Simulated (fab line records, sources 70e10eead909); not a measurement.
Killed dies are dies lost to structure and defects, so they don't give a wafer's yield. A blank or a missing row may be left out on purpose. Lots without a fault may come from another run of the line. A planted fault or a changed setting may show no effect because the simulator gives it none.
A struck lot beside a sound one | flow nand_harc | 15 steps out of a route of 1302
Sound: wafers L746.3, L746.4, L746.5. Struck: wafers L763.2, L763.4, L763.6. The cause comes at the end.
At each step with rows: each side's tool, then ch and its chambers, then its first start. Under that, the readings that differ: sound wafers | struck wafers | difference of the means | sigmas: that difference in standard deviations of wafers without a fault.
alike: readings whose means differ by less than 2 such deviations, and words and numbers that are the same on both sides. not compared: withheld readings, readings that some wafer has no value for, bounds like >300 that may hide the same value, and numbers for which the record gives no deviation and whose values overlap.
The two part at a step that has a row with sigmas, a row that says differs or no value, or rows on one side only. Numbers that don't overlap but have no deviation are shown without sigmas and don't part them. A reading that every wafer of one side lacks parts them only if that side has two wafers or more.

NHARC_P_START_INSPECT_01:
  sound on defect_inspect-02, day 3 12:02; struck on defect_inspect-01, day 10 14:02
  alike: raw_defect_count
then, 9 steps without rows for these wafers: NHARC_P_ZERO_WELL_PRECLEAN_00 (cleans in SPM, time 600 s); NHARC_P_ZERO_WELL_SRD_01; NHARC_P_ZERO_WELL_PECVD_02 (deposits SiO2, target thk 10 nm); NHARC_P_ZERO_WELL_DEHYDRATE_03 (time 120 s); NHARC_P_ZERO_WELL_HMDS_04 (time 30 s); NHARC_P_ZERO_WELL_COAT_64 (time 65 s); NHARC_P_ZERO_WELL_COAT_05 (resist thk 600 nm); NHARC_P_ZERO_WELL_SOFTBAKE_06 (time 70 s); NHARC_P_ZERO_WELL_EBR_07.
NHARC_P_ZERO_WELL_EXPOSE_08: exposes mask P ZERO, target cd 500 nm.
  sound on krf_scanner-01 ch 0, day 3 12:58; struck on krf_scanner-01 ch 0, day 10 15:05
  reading              | sound             | struck            | difference | sigmas
  exposure_dose_mJ_cm2 | 33.82 33.82 33.79 | 26.54 26.57 26.59 | -7.24      | -99 or more
  alike: mask
then, 2 steps without rows for these wafers: NHARC_P_ZERO_WELL_PEB_09 (peb time 80 s); NHARC_P_ZERO_WELL_DEVELOP_10 (time 50 s).
NHARC_P_ZERO_WELL_CD_MEAS_11: target cd 500 nm.
  sound on cd_sem-01 ch 0, day 3 13:07; struck on cd_sem-02 ch 0
  reading    | sound             | struck            | difference | sigmas
  cd_nm (nm) | 501.8 499.5 499.4 | 457.2 458.2 456.5 | -42.9      | -21
  not compared: hold
-- the record jumps here: 23 days lie between the struck wafers' starts before and after (it left off in module P_ZERO_WELL and takes up again in module END, whose first step shown is number 1302 of the route) --
NHARC_END_SORT_01:
  the record has rows for the struck wafers here (prober-01 ch 0, day 33 12:07) and none for the sound ones

WHERE THEY PART
First at NHARC_P_ZERO_WELL_EXPOSE_08; last, within this record, at NHARC_END_SORT_01.

WHY: what the simulator had put in
Process parameter drift: krf_scanner-01, from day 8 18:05 on, at NHARC_P_ZERO_WELL_EXPOSE_08. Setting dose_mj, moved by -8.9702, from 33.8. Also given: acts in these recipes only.
